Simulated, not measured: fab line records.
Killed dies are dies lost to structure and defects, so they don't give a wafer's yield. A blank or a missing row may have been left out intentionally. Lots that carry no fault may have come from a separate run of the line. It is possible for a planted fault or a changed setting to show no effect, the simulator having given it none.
A lot that was struck, set against a sound lot :: flow n5-finfet :: 22 out of 1938 route steps
Sound: the wafers L784.1, L784.3, L784.5. Wafers struck: L790.2, L790.3, L790.5. At the end, the cause is stated.
Order at every step that has rows: each side's tool, ch and its chambers, its first start. Under that, the readings that differ: sound wafers :: struck wafers :: difference of the means :: sigmas: that difference in standard deviations of wafers without a fault.
alike: readings with means less than 2 such deviations apart, plus words and numbers identical on both sides. not compared: withheld readings, readings lacking a value on some wafer, bounds such as >300 that could conceal the same value, and numbers that have no deviation in the record and whose values overlap.
Wherever a step has rows on one side only, a row that says differs or no value, or a row with sigmas, the two part there. Numbers that don't overlap but have no deviation are shown without sigmas and don't part them. Lack of a reading on every wafer of one side parts them only where that side has two or more wafers.

N5_WELL_APT_CD_MEAS_08: target cd 200 nm.
  sound on cd-sem-03 ch 0, day 2 01:56; struck on cd-sem-01 ch 0, day 3 14:01
  alike: cd-nm
N5_WELL_APT_OVL_MEAS_09:
  sound on overlay-02 ch 0, day 2 01:58; struck on overlay-02 ch 0, day 3 14:02
  alike: NWELL_OVL
N5_WELL_APT_INSPECT_10: inspects for defects (macro).
  sound: defect-inspect-02 at day 2 01:59; struck: defect-inspect-02 at day 3 14:04
  alike: raw-defect-count
N5_WELL_APT_DESCUM_13: chemistry O2, time 7.9 s.
  sound on rie-diel-02 ch 0,2, day 2 02:01; struck on rie-diel-01 ch 1,3, day 3 14:06
reading: throttle-valve-pct (%)
sound: 20.60 20.72 20.70
struck: 20.24 20.28 20.24
difference: -0.42
sigmas: -2
  alike: chamber-pressure-mTorr, drypump-motor-current-A, oes-product-au, rf-fwd-power-W, rf-vpp-V, showerhead-plenum-p-Torr
  not compared: rf-hours-counter-h
then, 8 steps without rows for these wafers: N5_WELL_APT_IMPLANT_14; N5_WELL_APT_IMPLANT_15; N5_WELL_APT_STRIP_16 (strips in SPM, time 900 s); N5_WELL_APT_HMDS_18 (time 60 s); N5_WELL_APT_COAT_19 (resist thk 950 nm); N5_WELL_APT_EBR_21; N5_WELL_APT_SOFTBAKE_20 (time 60 s); N5_WELL_APT_EXPOSE_22 (exposes mask PWELL, defocus 0 nm, target cd 200 nm).
N5_WELL_APT_PEB_23: peb time 90 s.
  sound on litho-track-04 ch 0, day 2 02:56; struck on litho-track-03 ch 0, day 3 15:09
reading: heater-power-total-W (W)
sound: 172.0 173.9 172.5
struck: 180.6 180.0 181.7
difference: +8.0
sigmas: +11

reading: plate-temp-C (C)
sound: 129.96 130.01 130.12
struck: 134.43 134.31 134.27
difference: +4.31
sigmas: +33
then, 2 steps without rows for these wafers: N5_WELL_APT_DEVELOP_24 (develop time 45 s); N5_WELL_APT_HARDBAKE_29 (time 120 s).
N5_WELL_APT_CD_MEAS_25: target cd 200 nm.
  sound on cd-sem-01 ch 0, day 2 03:02; struck on cd-sem-03 ch 0, day 3 15:16
reading: cd-nm (nm)
sound: 201.9 199.7 199.2
struck: 222.1 220.0 221.1
difference: +20.8
sigmas: +9
N5_WELL_APT_OVL_MEAS_26:
  sound on overlay-01 ch 0, day 2 03:05; struck on overlay-02 ch 0, day 3 15:17
  alike: PWELL_OVL
N5_WELL_APT_INSPECT_27: inspects for defects (macro).
  sound: defect-inspect-01 at day 2 03:06; struck: defect-inspect-02 at day 3 15:19
  alike: raw-defect-count
N5_WELL_APT_DESCUM_30: chemistry O2, time 7.9 s.
  sound on rie-diel-01 ch 0,1,3, day 2 03:08; struck on rie-diel-02 ch 0,2,3, day 3 15:21
reading: throttle-valve-pct (%)
sound: 20.15 20.23 20.26
struck: 20.58 20.48 20.73
difference: +0.38
sigmas: +3

reading: model.WELL_APT.cd-nm (nm)
sound: 201.8 199.9 199.1
struck: 221.6 220.1 220.9
difference: +20.6
sigmas: 
  alike: chamber-pressure-mTorr, drypump-motor-current-A, oes-product-au, rf-fwd-power-W, rf-vpp-V, showerhead-plenum-p-Torr
  not compared: rf-hours-counter-h
after that, 1 step had no rows for these wafers: N5_WELL_APT_IMPLANT_31.
-- the record jumps here: 8 days lie between the struck wafers' starts before and after (it left off in module WELL_APT and takes up again in module BEOL_M4, whose first step shown is number 1111 of the route) --
N5_BEOL_M4_RC_MEAS_101:
  sound on prober-01 ch 0, day 8 13:43; struck on prober-01 ch 0, day 11 08:15
  alike: DIBL_N, DIBL_P, IOFF_N, IOFF_P, ION_N, ION_P, SS_N, SS_P, VT_N, VT_P
-- here the record skips 4 days between the struck wafers' starts before and after, leaving off in module BEOL_M4 and picking up in module PASSIVATION (first step shown: number 1936 of the route) --
N5_PASSIVATION_PROBE_49:
  rows exist in the record for the struck wafers here (prober-01, day 15 17:32), but not for the sound ones

== WHERE THEY PART ==
Last at N5_PASSIVATION_PROBE_49 as far as this record goes, first at N5_WELL_APT_DESCUM_13.

WHY: the cause the simulator had injected
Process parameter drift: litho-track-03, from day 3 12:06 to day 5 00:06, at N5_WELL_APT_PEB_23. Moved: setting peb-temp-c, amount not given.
